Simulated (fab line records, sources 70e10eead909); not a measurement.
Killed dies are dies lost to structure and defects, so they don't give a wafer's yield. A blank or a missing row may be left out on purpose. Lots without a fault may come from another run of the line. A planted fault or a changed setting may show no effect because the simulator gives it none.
A struck lot beside a sound one | flow nand_harc | 16 steps out of a route of 1302
Sound: wafers L445.2, L445.4, L445.5. Struck: wafers L453.1, L453.2, L453.4. The cause comes at the end.
At each step with rows: each side's tool, then ch and its chambers, then its first start. Under that, the readings that differ: sound wafers | struck wafers | difference of the means | sigmas: that difference in standard deviations of wafers without a fault.
alike: readings whose means differ by less than 2 such deviations, and words and numbers that are the same on both sides. not compared: withheld readings, readings that some wafer has no value for, bounds like >300 that may hide the same value, and numbers for which the record gives no deviation and whose values overlap.
The two part at a step that has a row with sigmas, a row that says differs or no value, or rows on one side only. Numbers that don't overlap but have no deviation are shown without sigmas and don't part them. A reading that every wafer of one side lacks parts them only if that side has two wafers or more.

NHARC_A_ONON_D2_THK_MEAS_05: measures by ellipsometry.
  sound on film_metro-02, day 17 07:31; struck on film_metro-02, day 20 05:44
  alike: thk_nm
then, 1 step without rows for these wafers: NHARC_A_ONON_D2_DEP_06 (target thk 1000 nm).
NHARC_A_ONON_D2_THK_MEAS_08: measures by ellipsometry.
  sound on film_metro-01, day 17 08:04; struck on film_metro-02, day 20 06:18
  reading     | sound          | struck      | difference | sigmas
  thk_nm (nm) | 1003 1005 1005 | 985 988 986 | -18        | -2
then, 1 step without rows for these wafers: NHARC_A_ONON_D2_DEP_09 (target thk 1000 nm).
NHARC_A_ONON_D2_THK_MEAS_11: measures by ellipsometry.
  sound on film_metro-01, day 17 08:38; struck on film_metro-02, day 20 06:52
  alike: thk_nm
then, 1 step without rows for these wafers: NHARC_A_ONON_D2_DEP_12 (target thk 1000 nm).
NHARC_A_ONON_D2_THK_MEAS_14: measures by ellipsometry.
  sound on film_metro-02, day 17 09:12; struck on film_metro-02, day 20 07:26
  reading     | sound       | struck         | difference | sigmas
  thk_nm (nm) | 992 991 991 | 1010 1009 1010 | +18        | +2
then, 2 steps without rows for these wafers: NHARC_A_ONON_D2_ANNEAL_15 (time 3600 s); NHARC_A_ONON_D2_DEP_16 (target thk 1000 nm).
NHARC_A_ONON_D2_THK_MEAS_18: measures by ellipsometry.
  sound on film_metro-02, day 17 16:42; struck on film_metro-02, day 20 15:09
  alike: thk_nm
then, 1 step without rows for these wafers: NHARC_A_ONON_D2_DEP_19 (target thk 1000 nm).
NHARC_A_ONON_D2_THK_MEAS_21: measures by ellipsometry.
  sound on film_metro-02, day 17 17:16; struck on film_metro-02, day 20 15:43
  alike: thk_nm
NHARC_A_ONON_D2_DEP_22: target thk 1000 nm.
  sound on pecvd_onon-01 ch 0, day 17 17:23; struck on pecvd_onon-01 ch 0, day 20 15:47
NHARC_A_ONON_D2_THK_MEAS_24: measures by ellipsometry.
  sound on film_metro-01, day 17 17:50; struck on film_metro-02, day 20 16:17
  reading     | sound       | struck      | difference | sigmas
  thk_nm (nm) | 990 989 991 | 674 674 673 | -316       | -29
then, 1 step without rows for these wafers: NHARC_A_ONON_D2_DEP_25 (target thk 1000 nm).
-- the record jumps here: 11 days lie between the struck wafers' starts before and after (it left off in module A_ONON_D2 and takes up again in module END, whose first step shown is number 1302 of the route) --
NHARC_END_SORT_01:
  the record has rows for the struck wafers here (prober-02 ch 0, day 31 23:15) and none for the sound ones

WHERE THEY PART
First at NHARC_A_ONON_D2_THK_MEAS_08; last, within this record, at NHARC_END_SORT_01.

WHY: what the simulator had put in
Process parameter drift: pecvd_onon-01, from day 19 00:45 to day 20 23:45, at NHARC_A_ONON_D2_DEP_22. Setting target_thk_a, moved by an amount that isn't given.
